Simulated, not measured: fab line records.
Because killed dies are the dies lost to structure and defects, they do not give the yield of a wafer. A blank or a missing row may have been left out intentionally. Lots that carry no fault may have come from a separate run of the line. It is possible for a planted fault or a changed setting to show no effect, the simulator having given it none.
Problem report in the 8D (eight disciplines) form, filled by code    flow n5 finfet    the parts of the form that need people (team, actions taken, sign-off) are left out

## 1. WHAT WENT WRONG
Mean of raw defect count at N5_STI_FIN_REVEAL_INSPECT_13: 1012 across 6 wafers in 2 lots; on wafers with no fault it is 10 (standard deviation 4.5). So: +99 or more standard deviations from the usual mean.
The step: inspects for defects (darkfield).
First seen on wafer L312.2, day 5 16:37, on defect inspect-02. The record holds 17 wafers of 6 lots with a number at this step. Rule for "out" (also "out of limits"): further than 4 standard deviations from the usual mean. The other wafers with a number count as sound.

## 2. WHAT IT IS AND WHAT IT IS NOT
question                     is                                    is not
which readings at this step  raw defect count                      -
which lots                   L312, L313                            L302, L316, L320, L322
which wafers of those lots   all that have a number                -
read on which gauges         defect inspect-01, defect inspect-02  -
when                         from day 5 16:37                      up to then (2 sound wafers); but 9 sound wafers of L316, L320, L322 came after

## 3. THE SUSPECTS, EACH WITH WHAT RULES IT OUT
Counting: any tool at a process step up to the reading is kept as a suspect provided that every lot that is out went through it and no sound lot did after the first of them.
- the gauge at N5_STI_FIN_REVEAL_INSPECT_13 is ruled out. 2 gauges (defect inspect-01, defect inspect-02) read the wafers that are out.
- rie diel-04 at N5_STI_FIN_REVEAL_ETCHBACK_08 (etches SiO2 in C4F6/O2, target depth 30.5 nm, time 10.167 s): kept. It ran every lot that is out, first L312 (day 5 13:22), and no sound lot after that.
- rie diel-04 at N5_STI_FIN_REVEAL_STRIP_24 (strips in N2/H2, time 90 s): kept. It ran every lot that is out, first L312 (day 5 13:24), and no sound lot after that.
- vapor etch-02 at N5_STI_FIN_REVEAL_RECESS_09 (chemistry HF/NH3, target SiO2, afs cycles 11, target depth 42.5 nm, sublimation time 60 s): ruled out as a lasting fault. After its first lot that is out, L312 (day 5 13:37), sound lots L320 ran on it.
- plasma asher-02 at N5_STI_FIN_REVEAL_OXIDATION_31 (chemistry O2 PLASMA REMOTE, time 20 s): ruled out as a lasting fault. After its first lot that is out, L312 (day 5 15:59), sound lots L316 ran on it.
- wet bench-02 at N5_STI_FIN_REVEAL_STRIP_35 (strips Si3N4 in H3PO4, target depth 4 nm, time 39 s): kept. It ran every lot that is out, first L312 (day 5 16:17), and no sound lot after that; its last sound lot up to then is L302 (day 3 02:49).
- plasma asher-02 at N5_STI_FIN_REVEAL_OXIDATION_33 (chemistry O2 PLASMA REMOTE, time 20 s): ruled out as a lasting fault. After its first lot that is out, L312 (day 5 16:20), sound lots L316, L320, L322 ran on it.
Left after counting: rie diel-04 at N5_STI_FIN_REVEAL_ETCHBACK_08, rie diel-04 at N5_STI_FIN_REVEAL_STRIP_24, wet bench-02 at N5_STI_FIN_REVEAL_STRIP_35.

## 4. THE CAUSE (what the simulator had put in)
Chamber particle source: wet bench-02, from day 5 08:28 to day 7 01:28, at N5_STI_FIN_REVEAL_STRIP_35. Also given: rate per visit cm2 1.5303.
After counting, 3 suspects remain, this tool included.

## 5. THE EFFECT CHAIN, in route order
Rows list readings where the struck wafers' mean (over those with a number) sits beyond 3 standard deviations from the usual. Only readings whose record carries a usual standard deviation are examined. hours: median over the lots of the time between each lot's start at the first step of this table that gives one and its start at this step. sigmas: the change, counted in usual standard deviations.
hours  step                          reading               usual   on struck wafers  change  sigmas
0      N5_STI_FIN_REVEAL_INSPECT_13  raw defect count      10      1012              +1002   +99 or more
234    N5_PASSIVATION_PROBE_49       defect limited yield  91.8 %  81.1              -10.7   -7.1
234    N5_PASSIVATION_PROBE_49       killed at front end   36      162               +126    +10
234    N5_PASSIVATION_PROBE_49       killed dies           97      223               +126    +7.0
234    N5_PASSIVATION_PROBE_49       sort_bin_5_function   4.8 %   11.6              +6.8    +6.8
234    N5_PASSIVATION_PROBE_49       sort n pass           1083    957               -126    -7.0
234    N5_PASSIVATION_PROBE_49       sort yield pct        91.8 %  81.1              -10.7   -7.1
Process steps it contains:
- N5_PASSIVATION_PROBE_49
Later measuring or inspecting steps at which every struck wafer that the step has a row for has a number for every such reading, and none has moved that far: N5_BEOL_M4_RC_MEAS_101.

## 6. HOW IT WOULD HAVE BEEN CAUGHT EARLIER
Counted from the fault's start at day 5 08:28, it took 8 hours until the first out-of-limits reading at a measuring or inspecting step in this record, taken at day 5 16:37.
L313, from the lots that are out (2), started N5_STI_FIN_REVEAL_STRIP_35 on wet bench-02 later than day 5 16:37. Holding the tool at that time would have saved it.
